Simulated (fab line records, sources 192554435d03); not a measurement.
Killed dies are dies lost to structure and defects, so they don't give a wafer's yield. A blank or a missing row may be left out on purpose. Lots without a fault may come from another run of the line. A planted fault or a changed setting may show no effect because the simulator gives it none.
One fault seen from 2 desks | flow n5_finfet | each desk has only its own numbers; what lay behind them comes last

THE DEFECT DESK
What the inspections along the route counted, lot by lot: means of the sampled wafers that have a number. A lot is out of limits, marked OUT, if its mean lies more than 4 standard deviations from the usual mean; the brackets give that distance.
Columns: A = raw_defect_count at N5_BEOL_M10_INSPECT_58, usual 68
lot  | first seen here | A
L145 | day 10 22:37    | 58
L151 | day 12 15:10    | 57
L152 | day 13 10:21    | 88
L153 | day 13 13:09    | 67
L154 | day 14 15:12    | 47
L156 | day 14 23:21    | 58
L159 | day 15 09:22    | 75
L158 | day 15 10:12    | 51
L161 | day 15 16:22    | 57
L167 | day 17 01:33    | 100
L165 | day 17 20:14    | 85
This desk's finding: nothing out of limits on any of the 11 lots.

THE TOOL OWNER'S DESK: cmp-02
The tool's own readings at N5_BEOL_M10_CMP_52 (polishes, stops on SiCOH lowk, t overpolish 7 s, target thk 140 nm): means of the sampled wafers that have a number, for each lot that ran on this tool. A lot is out of limits, marked OUT, if its mean lies more than 4 standard deviations from the usual mean; the brackets give that distance.
Columns: A = barrier_field_endpoint_s at N5_BEOL_M10_CMP_52, usual 28.9 s; B = clearing_platen_rpm at N5_BEOL_M10_CMP_52, usual 49.997 rpm; C = motor_current_A at N5_BEOL_M10_CMP_52, usual 6.4 A; D = overpolish_run_s at N5_BEOL_M10_CMP_52, usual 7.002 s; E = platen_rpm at N5_BEOL_M10_CMP_52, usual 50.00 rpm; F = time_to_endpoint_s at N5_BEOL_M10_CMP_52, usual 66.0 s
lot  | first seen here | A    | B      | C   | D     | E               | F
L152 | day 13 09:41    | 29.4 | 49.997 | 7.1 | 7.002 | 50.03           | 69.0
L156 | day 14 22:56    | 27.8 | 50.006 | 6.1 | 7.008 | 50.03           | 66.2
L159 | day 15 08:55    | 29.0 | 50.004 | 5.9 | 7.001 | 49.35 (-18) OUT | 64.4
L161 | day 15 15:57    | 29.3 | 50.022 | 6.7 | 7.009 | 48.67 (-36) OUT | 65.2
This desk's finding: out of limits on L159, L161; first on L159, day 15 08:55 (platen_rpm at N5_BEOL_M10_CMP_52). In limits: L152, L156.

PUT TOGETHER
The tool owner's desk could have raised an alarm at day 15 08:55, on L159, L161.
The defect desk saw nothing out of limits.
The defect desk has L159, L161 on record, within its limits.
Of the lots named, all ran N5_BEOL_M10_CMP_52 on cmp-02.

WHAT THE SIMULATOR HAD PUT IN
Process parameter drift: cmp-02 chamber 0, from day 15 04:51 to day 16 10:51, at N5_BEOL_M10_CMP_52. Setting platen_rpm, moved by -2, from 50. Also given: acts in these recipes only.
Lots struck among those shown: L159, L161.
Hours from the fault's start to each desk's first reading out of limits: the tool owner's desk, 4.
